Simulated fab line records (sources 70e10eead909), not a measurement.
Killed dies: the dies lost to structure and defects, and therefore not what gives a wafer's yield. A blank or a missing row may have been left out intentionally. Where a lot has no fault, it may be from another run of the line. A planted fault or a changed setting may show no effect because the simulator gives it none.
Chamber matching -- flow nandHarc -- NHARC_P_M0_PRE_CLEAN_31 on pecvd-03 has 3 sister chambers
The step time 12 s. 14 wafers are shown with their chamber, then 7 later ones without.

== EACH WAFER AND ITS CHAMBER ==
wafer,chamber,heaterPowerW (W),rfFwdPowerW (W)
L076.4,1,634,293.7
L076.5,0,600,291.7
L076.6,2,584,292.9
L077.1,1,647,292.0
L077.3,0,629,292.5
L077.5,0,605,293.7
L086.3,1,578,291.5
L086.4,2,576,294.7
L086.5,1,582,292.4
L087.1,1,655,291.9
L087.2,2,570,291.8
L087.6,2,564,292.0
L090.1,2,629,292.9
L090.5,2,627,292.6

SIGNATURES (averages over the wafers above)
reading,chamber 0,chamber 1,chamber 2,scatter within a chamber
heaterPowerW,611.33,619.20,591.67,30.2
rfFwdPowerW,292.633,292.300,292.817,0.963
Rule: a wafer lies at a distance from a chamber equal to the root of the sum of squares, over the readings, of (its reading less the chamber's mean, divided by the reading's scatter). The wafer belongs to the nearest chamber; if the next one is less than 2 further off, it can't be placed. The scatter: the root of (the sum of the squares of (reading less its chamber's mean) over the shown wafers, divided by (wafers less chambers)).

== WAFERS WITHOUT THEIR CHAMBER ==
wafer,heaterPowerW (W),rfFwdPowerW (W)
L090.6,560,294.0
L091.1,521,291.1
L091.4,515,291.4
L091.5,551,292.7
L092.1,577,293.0
L092.3,580,292.9
L092.5,572,292.1

== THE CHAMBER EACH PASSED THROUGH ==
wafer,from the rows above,in truth
L090.6,can't be placed: 2 or 0 or 1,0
L091.1,can't be placed: 2 or 0 or 1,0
L091.4,can't be placed: 2 or 0 or 1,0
L091.5,can't be placed: 2 or 0 or 1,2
L092.1,can't be placed: 2 or 0 or 1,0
L092.3,can't be placed: 2 or 0 or 1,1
L092.5,can't be placed: 2 or 0 or 1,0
Correct placement for 0 of the 7. Cannot be placed on the basis of these rows: 7; the candidates contain the true chamber in 7. Wrongly placed: 0.
